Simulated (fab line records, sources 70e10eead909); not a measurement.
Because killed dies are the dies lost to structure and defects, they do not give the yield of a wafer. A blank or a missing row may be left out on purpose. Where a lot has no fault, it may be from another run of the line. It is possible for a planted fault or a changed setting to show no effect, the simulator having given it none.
Shared-tool check / flow nand_harc / Sampled: 3 lots, 9 wafers

## WHY THIS WAS OPENED
At NHARC_END_SORT_01 the reading killed_at_array is flagged on 2 of 3 lots. Fault-free wafers read 50, with a standard deviation of 18.
Rule: a lot gets a flag if all its wafers with a number sit over 4 standard deviations from that mean, or if no wafer of it has a number. As for the other lots, they are considered sound.

lot=L395; measured=day 27 23:31; on=prober-02; killed_at_array, wafer by wafer=145 137 142; flag=FLAGGED
lot=L396; measured=day 28 22:08; on=prober-02; killed_at_array, wafer by wafer=128 137 148; flag=FLAGGED
lot=L407; measured=day 32 04:27; on=prober-02; killed_at_array, wafer by wafer=40 30 27; flag=
The mean of the flagged lots' numbers is 140, +90 from the usual (+5 standard deviations).

## WHICH TOOL RAN EACH LOT
Before the reading, the record contains 3 process steps out of a 1302-step route. In each cell: the tool, then ch and the chambers that the sampled wafers went through, then the start.
lot=L395; flag=FLAGGED; NHARC_A_CHANNEL_FILL_D2_ALD_03=ald_sin_batch-01 ch 0, day 16 21:17; NHARC_THIN_TSV_DESCUM_14=rie_diel-11 ch 0,1,2, day 27 07:12; NHARC_THIN_TSV_ETCHBACK_48=rie_diel-10 ch 2,3, day 27 09:20
lot=L396; flag=FLAGGED; NHARC_A_CHANNEL_FILL_D2_ALD_03=ald_sin_batch-01 ch 0, day 17 17:35; NHARC_THIN_TSV_DESCUM_14=rie_diel-01 ch 0,2, day 28 04:13; NHARC_THIN_TSV_ETCHBACK_48=rie_diel-11 ch 2,3, day 28 06:25
lot=L407; flag=; NHARC_A_CHANNEL_FILL_D2_ALD_03=ald_sin_batch-01 ch 0, day 21 16:56; NHARC_THIN_TSV_DESCUM_14=rie_diel-01 ch 0,1, day 31 12:50; NHARC_THIN_TSV_ETCHBACK_48=rie_diel-11 ch 0,2, day 31 14:55
These steps, and what they do:
- NHARC_A_CHANNEL_FILL_D2_ALD_03: deposits SiNx, target thk 6 nm, pulse time 60 s, ald cycles 58.
- NHARC_THIN_TSV_DESCUM_14: chemistry O2, time 3 s.
- NHARC_THIN_TSV_ETCHBACK_48: etches the open film in C4F8/Ar, target depth 1028.5 nm, time 405.17 s.
- NHARC_END_SORT_01

## FLAGGED OVER TOTAL, TOOL BY TOOL (the gauges that took the reading come last)
step=NHARC_A_CHANNEL_FILL_D2_ALD_03; tool=ald_sin_batch-01; lots run=3; flagged=2; share of the flagged lots=all; sound lots run after its first flagged lot=1 (L407)
step=NHARC_THIN_TSV_DESCUM_14; tool=rie_diel-01; lots run=2; flagged=1; share of the flagged lots=some; sound lots run after its first flagged lot=1 (L407)
step=NHARC_THIN_TSV_DESCUM_14; tool=rie_diel-11; lots run=1; flagged=1; share of the flagged lots=some; sound lots run after its first flagged lot=0
step=NHARC_THIN_TSV_ETCHBACK_48; tool=rie_diel-10; lots run=1; flagged=1; share of the flagged lots=some; sound lots run after its first flagged lot=0
step=NHARC_THIN_TSV_ETCHBACK_48; tool=rie_diel-11; lots run=2; flagged=1; share of the flagged lots=some; sound lots run after its first flagged lot=1 (L407)
step=NHARC_END_SORT_01; tool=prober-02; lots run=3; flagged=2; share of the flagged lots=all; sound lots run after its first flagged lot=1 (L407)

## WHAT IS ALLOWED BY THE TABLE
Table rows that saw every flagged lot: 2, namely ald_sin_batch-01 at NHARC_A_CHANNEL_FILL_D2_ALD_03 and prober-02 at NHARC_END_SORT_01.
- ald_sin_batch-01 at NHARC_A_CHANNEL_FILL_D2_ALD_03: 2 of its 3 lots flagged. Lots that were sound ran on it after the first flagged one (L407); a persistent fault on the entire tool would not allow that.
- prober-02 at NHARC_END_SORT_01: 2 of its 3 lots flagged. Lots that were sound ran on it after the first flagged one (L407); a persistent fault on the entire tool would not allow that.
Every row of the table either missed a flagged lot or ran a sound lot after the first.

## WHAT THE SIMULATOR HAD PUT IN
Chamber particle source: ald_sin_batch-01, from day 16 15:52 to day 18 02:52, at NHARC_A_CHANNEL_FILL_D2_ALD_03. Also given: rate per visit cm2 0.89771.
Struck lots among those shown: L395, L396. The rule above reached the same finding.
